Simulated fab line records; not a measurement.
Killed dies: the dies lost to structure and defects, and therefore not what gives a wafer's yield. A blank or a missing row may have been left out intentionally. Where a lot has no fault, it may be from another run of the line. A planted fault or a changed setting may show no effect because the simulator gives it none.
Chamber matching + flow nand-harc + NHARC_A_STAIRCASE_ALD_415 on ald-hk-03: 4 sister chambers
The step deposits SiO2, target thk 30 nm, pulse time 6 s, ald cycles 300. 8 wafers are shown with their chamber, then 7 later ones without.

## WAFERS WITH THEIR CHAMBER
| wafer  | chamber | heater-power-w (W) | precursor-pulse-height-rel |
|--------|---------|--------------------|----------------------------|
| L146.1 | 0       | 418                | 1.004                      |
| L155.1 | 3       | 494                | 1.025                      |
| L155.6 | 3       | 482                | 0.993                      |
| L156.2 | 0       | 425                | 1.003                      |
| L156.6 | 2       | 572                | 1.008                      |
| L160.4 | 1       | 490                | 0.984                      |
| L160.5 | 1       | 488                | 1.034                      |
| L160.6 | 2       | 580                | 0.989                      |

## WAFERS MISSING THEIR CHAMBER
| wafer  | heater-power-w (W) | precursor-pulse-height-rel |
|--------|--------------------|----------------------------|
| L158.1 | 403                | 1.000                      |
| L158.3 | 503                | 1.004                      |
| L161.1 | 494                | 0.989                      |
| L161.2 | 468                | 1.027                      |
| L165.3 | 485                | 0.980                      |
| L165.5 | 477                | 1.027                      |
| L165.6 | 577                | 1.010                      |

## THE CHAMBER EACH PASSED THROUGH
| wafer  | from the rows above     | in truth |
|--------|-------------------------|----------|
| L158.1 | 0                       | 0        |
| L158.3 | can't be placed: 1 or 3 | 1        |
| L161.1 | can't be placed: 1 or 3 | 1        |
| L161.2 | can't be placed: 3 or 1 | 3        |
| L165.3 | can't be placed: 3 or 1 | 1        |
| L165.5 | can't be placed: 3 or 1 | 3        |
| L165.6 | 2                       | 2        |
Correct placement for 2 of the 7. Cannot be placed on the basis of these rows: 5; the candidates contain the true chamber in 5. Placed wrongly: 0.
How it was worked out, from the rows above alone: a wafer's distance from a chamber is the root of the sum, over the readings, of the square of ((its reading less the chamber's mean) divided by the reading's scatter). If the next closest chamber is less than 2 further off than the closest, the wafer can't be placed; otherwise it belongs to the closest. A chamber's mean is the mean of its shown wafers. The scatter: take each reading less its chamber's mean, square it, sum over the shown wafers, divide by the number of wafers less the number of chambers, and take the root.
